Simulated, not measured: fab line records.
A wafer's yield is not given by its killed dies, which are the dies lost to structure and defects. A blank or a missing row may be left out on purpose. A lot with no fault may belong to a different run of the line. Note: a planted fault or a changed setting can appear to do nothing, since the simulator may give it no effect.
Matching of chambers || flow n5_finfet || N5_BEOL_M6_ETCH_72 on rie_diel-01: 4 sister chambers
The step etches underlayer in N2/H2, target depth 6.5 nm, time 5.2 s. 8 wafers are shown with their chamber, then 8 later ones without.

WAFERS, EACH WITH ITS CHAMBER
{"wafer": "L075.2", "chamber": 2, "throttle_valve_pct (%)": 17.3, "showerhead_plenum_p_Torr (Torr)": 2.70}
{"wafer": "L079.6", "chamber": 1, "throttle_valve_pct (%)": 18.1, "showerhead_plenum_p_Torr (Torr)": 2.44}
{"wafer": "L080.1", "chamber": 0, "throttle_valve_pct (%)": 17.6, "showerhead_plenum_p_Torr (Torr)": 2.60}
{"wafer": "L080.4", "chamber": 2, "throttle_valve_pct (%)": 17.4, "showerhead_plenum_p_Torr (Torr)": 2.69}
{"wafer": "L082.3", "chamber": 1, "throttle_valve_pct (%)": 18.1, "showerhead_plenum_p_Torr (Torr)": 2.44}
{"wafer": "L083.1", "chamber": 0, "throttle_valve_pct (%)": 17.6, "showerhead_plenum_p_Torr (Torr)": 2.60}
{"wafer": "L083.6", "chamber": 3, "throttle_valve_pct (%)": 18.3, "showerhead_plenum_p_Torr (Torr)": 2.67}
{"wafer": "L086.1", "chamber": 3, "throttle_valve_pct (%)": 18.3, "showerhead_plenum_p_Torr (Torr)": 2.66}

WAFERS MISSING THEIR CHAMBER
{"wafer": "L086.3", "throttle_valve_pct (%)": 17.6, "showerhead_plenum_p_Torr (Torr)": 2.59}
{"wafer": "L086.4", "throttle_valve_pct (%)": 17.4, "showerhead_plenum_p_Torr (Torr)": 2.69}
{"wafer": "L092.1", "throttle_valve_pct (%)": 18.4, "showerhead_plenum_p_Torr (Torr)": 2.66}
{"wafer": "L092.3", "throttle_valve_pct (%)": 17.7, "showerhead_plenum_p_Torr (Torr)": 2.58}
{"wafer": "L092.6", "throttle_valve_pct (%)": 17.7, "showerhead_plenum_p_Torr (Torr)": 2.58}
{"wafer": "L096.1", "throttle_valve_pct (%)": 18.4, "showerhead_plenum_p_Torr (Torr)": 2.65}
{"wafer": "L096.3", "throttle_valve_pct (%)": 18.2, "showerhead_plenum_p_Torr (Torr)": 2.42}
{"wafer": "L096.5", "throttle_valve_pct (%)": 18.4, "showerhead_plenum_p_Torr (Torr)": 2.65}

EACH ONE'S CHAMBER
{"wafer": "L086.3", "from the rows above": 0, "in truth": 0}
{"wafer": "L086.4", "from the rows above": 2, "in truth": 2}
{"wafer": "L092.1", "from the rows above": 3, "in truth": 3}
{"wafer": "L092.3", "from the rows above": 0, "in truth": 0}
{"wafer": "L092.6", "from the rows above": 0, "in truth": 0}
{"wafer": "L096.1", "from the rows above": 3, "in truth": 3}
{"wafer": "L096.3", "from the rows above": 1, "in truth": 1}
{"wafer": "L096.5", "from the rows above": 3, "in truth": 3}
Placed correctly: 8 of 8. Left unplaced by these rows: 0. Placed wrongly: 0.
How it was worked out, from the rows above alone: a wafer's distance from a chamber is the root of the sum, over the readings, of the square of ((its reading less the chamber's mean) divided by the reading's scatter). If the next closest chamber is less than 2 further off than the closest, the wafer can't be placed; otherwise it belongs to the closest. A chamber's mean is the mean of its shown wafers. The scatter is the square root of a quotient: the sum, over the shown wafers, of each reading's squared deviation from its chamber's mean, divided by wafers minus chambers.
